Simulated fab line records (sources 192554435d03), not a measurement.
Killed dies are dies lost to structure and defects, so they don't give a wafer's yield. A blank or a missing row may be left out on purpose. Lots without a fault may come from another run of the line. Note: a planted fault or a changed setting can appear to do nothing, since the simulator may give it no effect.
Matching of chambers || flow n5 finfet || N5_FIN_SAQP_ETCH_34 on rie diel-01: 4 sister chambers
The step etches SiO2 in C4F6/O2, target depth 45 nm, time 15 s. 7 wafers are shown with their chamber, then 7 later ones without.

EACH WAFER AND ITS CHAMBER
{"wafer": "L075.6", "chamber": 1, "showerhead plenum p Torr (Torr)": 2.73, "throttle valve pct (%)": 21.54}
{"wafer": "L076.5", "chamber": 0, "showerhead plenum p Torr (Torr)": 2.97, "throttle valve pct (%)": 21.04}
{"wafer": "L084.2", "chamber": 0, "showerhead plenum p Torr (Torr)": 2.97, "throttle valve pct (%)": 21.05}
{"wafer": "L084.3", "chamber": 3, "showerhead plenum p Torr (Torr)": 2.83, "throttle valve pct (%)": 20.99}
{"wafer": "L084.5", "chamber": 3, "showerhead plenum p Torr (Torr)": 2.83, "throttle valve pct (%)": 20.98}
{"wafer": "L090.1", "chamber": 1, "showerhead plenum p Torr (Torr)": 2.72, "throttle valve pct (%)": 21.58}
{"wafer": "L090.3", "chamber": 2, "showerhead plenum p Torr (Torr)": 2.83, "throttle valve pct (%)": 21.16}

WAFERS WITHOUT THEIR CHAMBER
{"wafer": "L090.4", "showerhead plenum p Torr (Torr)": 2.96, "throttle valve pct (%)": 21.08}
{"wafer": "L092.1", "showerhead plenum p Torr (Torr)": 2.82, "throttle valve pct (%)": 21.00}
{"wafer": "L092.4", "showerhead plenum p Torr (Torr)": 2.72, "throttle valve pct (%)": 21.58}
{"wafer": "L092.6", "showerhead plenum p Torr (Torr)": 2.82, "throttle valve pct (%)": 20.99}
{"wafer": "L093.1", "showerhead plenum p Torr (Torr)": 2.82, "throttle valve pct (%)": 21.01}
{"wafer": "L093.2", "showerhead plenum p Torr (Torr)": 2.83, "throttle valve pct (%)": 21.18}
{"wafer": "L093.4", "showerhead plenum p Torr (Torr)": 2.72, "throttle valve pct (%)": 21.59}

EACH ONE'S CHAMBER
{"wafer": "L090.4", "from the rows above": 0, "in truth": 0}
{"wafer": "L092.1", "from the rows above": 3, "in truth": 3}
{"wafer": "L092.4", "from the rows above": 1, "in truth": 1}
{"wafer": "L092.6", "from the rows above": 3, "in truth": 3}
{"wafer": "L093.1", "from the rows above": 3, "in truth": 3}
{"wafer": "L093.2", "from the rows above": 2, "in truth": 2}
{"wafer": "L093.4", "from the rows above": 1, "in truth": 1}
7 of 7 placed correctly. Number that these rows cannot place: 0. 0 placed wrongly.
How it was worked out, from the rows above alone: a wafer's distance from a chamber is the root of the sum, over the readings, of the square of ((its reading less the chamber's mean) divided by the reading's scatter). The wafer belongs to the nearest chamber; if the next one is less than 2 further off, it can't be placed. A chamber's mean is the mean of its shown wafers. The scatter: the root of (the sum of the squares of (reading less its chamber's mean) over the shown wafers, divided by (wafers less chambers)).
